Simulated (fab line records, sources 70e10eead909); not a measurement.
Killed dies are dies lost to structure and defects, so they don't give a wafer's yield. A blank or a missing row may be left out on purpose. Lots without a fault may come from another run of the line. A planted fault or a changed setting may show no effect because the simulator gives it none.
Chamber matching | flow nand_harc | NHARC_A_CHANNEL_FILL_D1_STRIP_28 on rie_diel-05: 4 sister chambers
The step strips in O2, time 20 s. 4 wafers are shown with their chamber, then 8 later ones without.

WAFERS WITH THEIR CHAMBER
wafer  | chamber | showerhead_plenum_p_Torr (Torr)
L174.6 | 1       | 3.49
L178.5 | 3       | 3.30
L182.6 | 0       | 3.51
L186.2 | 2       | 3.65

WAFERS WITHOUT THEIR CHAMBER
wafer  | showerhead_plenum_p_Torr (Torr)
L186.3 | 3.48
L186.6 | 3.50
L187.3 | 3.30
L187.4 | 3.50
L187.5 | 3.65
L189.1 | 3.49
L189.3 | 3.65
L189.4 | 3.50

WHICH CHAMBER EACH WENT THROUGH
wafer  | from the rows above     | in truth
L186.3 | 1                       | 1
L186.6 | can't be placed: 0 or 1 | 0
L187.3 | 3                       | 3
L187.4 | can't be placed: 0 or 1 | 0
L187.5 | 2                       | 2
L189.1 | 1                       | 1
L189.3 | 2                       | 2
L189.4 | can't be placed: 0 or 1 | 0
Placed correctly: 5 of 8. Can't be placed from these rows: 3 (the true chamber is among the candidates in 3). Placed wrongly: 0.
How it was worked out, from the rows above alone: a wafer's distance from a chamber is the root of the sum, over the readings, of the square of ((its reading less the chamber's mean) divided by the reading's scatter). The wafer belongs to the nearest chamber; if the next one is less than 2 further off, it can't be placed. A chamber's mean is the mean of its shown wafers. The scatter: with one shown wafer a chamber, the root of the mean of the squares of how far each hidden wafer lies from its nearest shown one.
